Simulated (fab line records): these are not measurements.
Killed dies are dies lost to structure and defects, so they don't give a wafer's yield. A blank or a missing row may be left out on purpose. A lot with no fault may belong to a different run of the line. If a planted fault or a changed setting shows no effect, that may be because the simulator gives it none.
Split-lot study | flow n5 finfet | 7 lots, 39 wafers read, on a route of 1938 steps

## SPLIT DETAILS
At N5_DUMMY_GATE_EXPOSE_12 (exposes mask GATE, target cd 25 nm), the setting dose mj was moved away from the recipe's 34 on 15 of the 39 wafers read, by -6.6% to +6.4%. All remaining wafers had this setting at the recipe value.

## FROM THE SPLIT TO THE READING: what the file shows between them, 13 steps
- N5_DUMMY_GATE_PEB_13: peb time 60 s
- N5_DUMMY_GATE_DEVELOP_14: develop time 30 s
- N5_DUMMY_GATE_CD_MEAS_15: target cd 25.8 nm
- N5_DUMMY_GATE_ETCH_37: etches SOC in N2/H2, target depth 60 nm, overetch 30 nm (also split here: source w)
- N5_DUMMY_GATE_STRIP_38: strips in N2/H2
- N5_DUMMY_GATE_STRIP_39: strips in N2/H2
- N5_DUMMY_GATE_TRIM_49: chemistry O2, time 29 s, target cd 14 nm
- N5_DUMMY_GATE_STRIP_40: strips in CF4
- N5_DUMMY_GATE_CD_MEAS_50: target cd 14 nm
- N5_DUMMY_GATE_ETCH_31: etches SiO2 in C4F6/O2, target depth 82.5 nm, time 27.5 s (also split here: target depth a)
- N5_DUMMY_GATE_ETCH_32: etches SiO2 in CF4, target depth 3.5 nm, time 3.9 s (also split here: time s)
- N5_DUMMY_GATE_ETCH_23: etches poly-Si in HBr/Cl2/O2, target depth 41 nm, time 22.3 s
- N5_DUMMY_GATE_ETCH_44: etches poly-Si in HBr/O2, stops on SiO2, target depth 127.5 nm

## THE READING
cd nm (nm) at N5_DUMMY_GATE_CD_MEAS_24, where the cd target is 15 nm. Fault-free wafers of this fab line usually give 15.0 nm, standard deviation 0.35 nm.

wafer  | tool, chamber at the split | dose mj as run | against the recipe | cd nm, nm | against lot-mates on the recipe
L074.1 | euv scanner-02, 0          | 34             | recipe             | 14.9      | -
L074.2 | euv scanner-02, 0          | 36.06          | +6.1%              | 13.4      | -1.7
L074.3 | euv scanner-02, 0          | 36.06          | +6.1%              | 14.1      | -1.0
L074.4 | euv scanner-02, 0          | 34             | recipe             | 15.1      | -
L074.5 | euv scanner-02, 0          | 36.06          | +6.1%              | 13.6      | -1.5
L074.6 | euv scanner-02, 0          | 34             | recipe             | 15.3      | -
L075.2 | euv scanner-02, 0          | 34             | recipe             | 15.1      | -
L075.3 | euv scanner-02, 0          | 34             | recipe             | 14.5      | -
L075.4 | euv scanner-02, 0          | 34             | recipe             | 15.3      | -
L077.1 | euv scanner-01, 0          | 34             | recipe             | 15.2      | -
L077.2 | euv scanner-01, 0          | 34             | recipe             | 14.5      | -
L077.3 | euv scanner-01, 0          | 34             | recipe             | 14.9      | -
L077.4 | euv scanner-01, 0          | 34             | recipe             | 15.4      | -
L077.5 | euv scanner-01, 0          | 34             | recipe             | 14.9      | -
L077.6 | euv scanner-01, 0          | 34             | recipe             | 15.7      | -
L078.1 | euv scanner-01, 0          | 35.97          | +5.8%              | 14.6      | -0.6
L078.2 | euv scanner-01, 0          | 35.97          | +5.8%              | 13.2      | -2.0
L078.3 | euv scanner-01, 0          | 34             | recipe             | 15.0      | -
L078.4 | euv scanner-01, 0          | 34             | recipe             | 15.2      | -
L078.5 | euv scanner-01, 0          | 34             | recipe             | 15.3      | -
L078.6 | euv scanner-01, 0          | 35.97          | +5.8%              | 13.1      | -2.1
L083.1 | euv scanner-01, 0          | 31.77          | -6.6%              | 16.4      | +1.6
L083.2 | euv scanner-01, 0          | 34             | recipe             | 14.7      | -
L083.3 | euv scanner-01, 0          | 31.77          | -6.6%              | 16.6      | +1.8
L083.4 | euv scanner-01, 0          | 34             | recipe             | 14.8      | -
L083.5 | euv scanner-01, 0          | 31.77          | -6.6%              | 16.3      | +1.5
L083.6 | euv scanner-01, 0          | 34             | recipe             | 14.9      | -
L084.1 | euv scanner-01, 0          | 32.13          | -5.5%              | 16.0      | +1.3
L084.2 | euv scanner-01, 0          | 34             | recipe             | 14.7      | -
L084.3 | euv scanner-01, 0          | 32.13          | -5.5%              | 16.2      | +1.5
L084.4 | euv scanner-01, 0          | 34             | recipe             | 15.3      | -
L084.5 | euv scanner-01, 0          | 32.13          | -5.5%              | 16.2      | +1.5
L084.6 | euv scanner-01, 0          | 34             | recipe             | 14.1      | -
L090.1 | euv scanner-02, 0          | 36.16          | +6.4%              | 13.3      | -1.6
L090.2 | euv scanner-02, 0          | 34             | recipe             | 15.0      | -
L090.3 | euv scanner-02, 0          | 36.16          | +6.4%              | 13.6      | -1.3
L090.4 | euv scanner-02, 0          | 34             | recipe             | 14.8      | -
L090.5 | euv scanner-02, 0          | 34             | recipe             | 15.0      | -
L090.6 | euv scanner-02, 0          | 36.16          | +6.4%              | 12.3      | -2.6

FIT RESULTS
A straight line over all 39 wafers: cd nm changes by -0.236 nm for each +1% of dose mj; r = -0.91; the points scatter about the line by 0.4 nm.
The same after taking each lot's own level away (the mean of its wafers on the recipe; 39 wafers): -0.26 nm for each +1%; r = -0.94; scatter 0.37 nm.
According to that fit, moving dose mj by its largest amount changes the reading by 1.7 nm.
The span of the lots' own levels, 14.70 to 15.17 nm, comes to 1.3 times the standard deviation stated above.
The two slopes agree, so the slope changes little with the lot-to-lot level.
Check: for one of the wafers moved furthest among these (-6.6%), held out of the fit, the line's prediction against its lot-mates is +1.7 nm. Against them it came out at +1.6 nm.

## FURTHER SPLITS ON THESE WAFERS
Other splits were also applied to these wafers ahead of the reading. Each is held against what the fit with the lots' levels taken away leaves over:
other split on the same wafers       | wafers away from the commonest value | r with cd nm (lot level and that fit taken away)
N5_DUMMY_GATE_ETCH_37 source w       | 18                                   | -0.24
N5_DUMMY_GATE_ETCH_31 target depth a | 18                                   | -0.01
N5_DUMMY_GATE_ETCH_32 time s         | 15                                   | -0.16

## THE WHOLE CHAIN: every reading that the file lists as answering this split, in the file's order
step                     | what it does                                                   | reading                                                           | change (the file's fit)               | r (the file's)
N5_DUMMY_GATE_CD_MEAS_15 | target cd 25.8 nm                                              | cd nm                                                             | -0.166 nm for each +1% of the setting | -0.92
N5_DUMMY_GATE_TRIM_49    | chemistry O2, time 29 s, target cd 14 nm                       | DUMMY_GATE.cd nm (the simulator's own value, which no gauge read) | -0.229 nm for each +1% of the setting | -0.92
N5_DUMMY_GATE_CD_MEAS_50 | target cd 14 nm                                                | cd nm                                                             | -0.242 nm for each +1% of the setting | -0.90
N5_DUMMY_GATE_ETCH_44    | etches poly-Si in HBr/O2, stops on SiO2, target depth 127.5 nm | DUMMY_GATE.cd nm (the simulator's own value, which no gauge read) | -0.257 nm for each +1% of the setting | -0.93
N5_DUMMY_GATE_CD_MEAS_24 | target cd 15 nm                                                | cd nm                                                             | -0.258 nm for each +1% of the setting | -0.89

## FILE'S OWN FIT
cd nm changes by -0.258 nm for each +1% of dose mj, r = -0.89.
